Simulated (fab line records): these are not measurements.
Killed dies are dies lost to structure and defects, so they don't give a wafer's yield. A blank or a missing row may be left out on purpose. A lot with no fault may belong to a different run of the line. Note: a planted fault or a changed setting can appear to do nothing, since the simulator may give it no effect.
Chamber matching / flow nand_harc / NHARC_A_CONTACT_CMP_20 on cmp-02: 4 sister chambers
The step polishes, t overpolish 30 s, target thk 300 nm. 4 wafers are shown with their chamber, then 7 later ones without.

WAFERS WITH THEIR CHAMBER
wafer=L078.5; chamber=3; motor_current_A (A)=10.7
wafer=L087.2; chamber=0; motor_current_A (A)=9.7
wafer=L090.1; chamber=1; motor_current_A (A)=13.9
wafer=L090.3; chamber=2; motor_current_A (A)=12.3

WAFERS WITH NO CHAMBER GIVEN
wafer=L090.4; motor_current_A (A)=10.1
wafer=L089.1; motor_current_A (A)=13.5
wafer=L089.2; motor_current_A (A)=12.2
wafer=L089.3; motor_current_A (A)=10.2
wafer=L091.1; motor_current_A (A)=11.8
wafer=L091.3; motor_current_A (A)=10.8
wafer=L091.5; motor_current_A (A)=13.9

EACH ONE'S CHAMBER
wafer=L090.4; from the rows above=can't be placed: 0 or 3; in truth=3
wafer=L089.1; from the rows above=1; in truth=1
wafer=L089.2; from the rows above=2; in truth=2
wafer=L089.3; from the rows above=can't be placed: 0 or 3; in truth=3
wafer=L091.1; from the rows above=can't be placed: 2 or 3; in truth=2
wafer=L091.3; from the rows above=3; in truth=3
wafer=L091.5; from the rows above=1; in truth=1
Correctly placed: 4 of 7. Can't be placed from these rows: 3 (the true chamber is among the candidates in 3). Wrongly placed: 0.
How it was worked out, from the rows above alone: a wafer's distance from a chamber is the root of the sum, over the readings, of the square of ((its reading less the chamber's mean) divided by the reading's scatter). If the next closest chamber is less than 2 further off than the closest, the wafer can't be placed; otherwise it belongs to the closest. A chamber's mean is the mean of its shown wafers. The scatter: root of mean squared gap, hidden wafer to nearest shown wafer, with one shown wafer a chamber.
